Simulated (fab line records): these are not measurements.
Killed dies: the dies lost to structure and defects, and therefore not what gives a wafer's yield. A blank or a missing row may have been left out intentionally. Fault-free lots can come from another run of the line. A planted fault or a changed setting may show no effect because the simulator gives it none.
A struck lot beside a sound one	flow nandHarc	16 steps out of a route of 1302
Sound: wafers L166.2, L166.3, L166.6. Wafers struck: L180.1, L180.3, L180.6. The cause is named last.
Per side, at each step with rows, come the tool, then ch with its chambers, and then its first start. Under that, the readings that differ: sound wafers	struck wafers	difference of the means	sigmas: that difference in standard deviations of wafers without a fault.
alike: readings with means less than 2 such deviations apart, plus words and numbers identical on both sides. not compared: withheld readings, readings lacking a value on some wafer, bounds such as >300 that could conceal the same value, and numbers that have no deviation in the record and whose values overlap.
Wherever a step has rows on one side only, a row that says differs or no value, or a row with sigmas, the two part there. Numbers that have no deviation but don't overlap get no sigmas and don't part them. Lack of a reading on every wafer of one side parts them only where that side has two or more wafers.

NHARC_A_ONON_D2_THK_MEAS_11: measures by ellipsometry.
  struck on filmMetro-02, day 20 01:03; sound on filmMetro-01, day 14 00:26
  alike: thkNm
following that, 1 step holds no rows for these wafers, namely NHARC_A_ONON_D2_DEP_12 (target thickness 1000 nm).
NHARC_A_ONON_D2_THK_MEAS_14: measures by ellipsometry.
  struck on filmMetro-01, day 20 01:37; sound on filmMetro-01, day 14 01:00
  alike: thkNm
then, 2 steps without rows for these wafers: NHARC_A_ONON_D2_ANNEAL_15 (time 3600 s); NHARC_A_ONON_D2_DEP_16 (target thk 1000 nm).
NHARC_A_ONON_D2_THK_MEAS_18: measures by ellipsometry.
  struck on filmMetro-02, day 20 09:23; sound on filmMetro-02, day 14 06:11
  alike: thkNm
following that, 1 step holds no rows for these wafers, namely NHARC_A_ONON_D2_DEP_19 (target thickness 1000 nm).
NHARC_A_ONON_D2_THK_MEAS_21: measures by ellipsometry.
  struck on filmMetro-02, day 20 09:58; sound on filmMetro-02, day 14 06:45
  alike: thkNm
following that, 1 step holds no rows for these wafers, namely NHARC_A_ONON_D2_DEP_22 (target thickness 1000 nm).
NHARC_A_ONON_D2_THK_MEAS_24: measures by ellipsometry.
  struck on filmMetro-01, day 20 10:32; sound on filmMetro-01, day 14 07:19
reading	sound	struck	difference	sigmas
thkNm (nm)	1005 1004 1004	985 985 985	-19	-2
following that, 1 step holds no rows for these wafers, namely NHARC_A_ONON_D2_DEP_25 (target thickness 1000 nm).
NHARC_A_ONON_D2_THK_MEAS_27: measures by ellipsometry.
  struck on filmMetro-01, day 20 11:05; sound on filmMetro-01, day 14 07:53
reading	sound	struck	difference	sigmas
thkNm (nm)	994 994 995	1021 1019 1018	+25	+2
NHARC_A_ONON_D2_DEP_28: target thk 1000 nm.
  sound on pecvdOnon-03 ch 0, day 14 08:00; struck on pecvdOnon-01, day 20 11:09
  no value came back on the struck wafers for n2FlowSccm (sccm), n2oFlowSccm (sccm), sih4FlowSccm (sccm); on the sound wafers n2FlowSccm (sccm) reads 2749 2744 2750
NHARC_A_ONON_D2_DEP_33: deposits SiO2, target thk 200 nm.
  sound on pecvd-04 ch 0,1, day 14 08:41; struck on pecvd-02 ch 0,1,2, day 20 11:43
  alike: chamberPressureTorr, flowSccm, heaterPowerOuterW, heaterPowerW, rfFwdPowerW, throttleValvePct
NHARC_A_ONON_D2_INSPECT_32:
  struck on defectInspect-02, day 20 16:31; sound on defectInspect-01, day 14 09:11
reading	sound	struck	difference	sigmas
hold	- - -	awaitDispo/4.1h/release awaitDispo/4.1h/release awaitDispo/4.1h/release	no value on the sound wafers	
  alike: rawDefectCount
-- break in the record here, with 11 days between the starts of the struck wafers on either side (left off in module A_ONON_D2, picked up again in module END, where the first step shown is number 1302 on the route) --
NHARC_END_SORT_01:
  sound on prober-01 ch 0, day 26 01:38; struck on prober-01 ch 0, day 31 18:47
reading	sound	struck	difference	sigmas
hold	- - -	awaitDispo/0.7h/scrap awaitDispo/0.7h/scrap awaitDispo/0.7h/scrap	no value on the sound wafers	
killedAtArray	83 55 66	672 673 671	+604	+29
killedDies	88 65 71	677 677 677	+602	+29
  alike: killedAtOther, killedAtPeriphery, killedOpen, killedShort

WHERE THEY PART
Last at NHARC_END_SORT_01 as far as this record goes, first at NHARC_A_ONON_D2_THK_MEAS_24.

WHY: the cause the simulator had injected
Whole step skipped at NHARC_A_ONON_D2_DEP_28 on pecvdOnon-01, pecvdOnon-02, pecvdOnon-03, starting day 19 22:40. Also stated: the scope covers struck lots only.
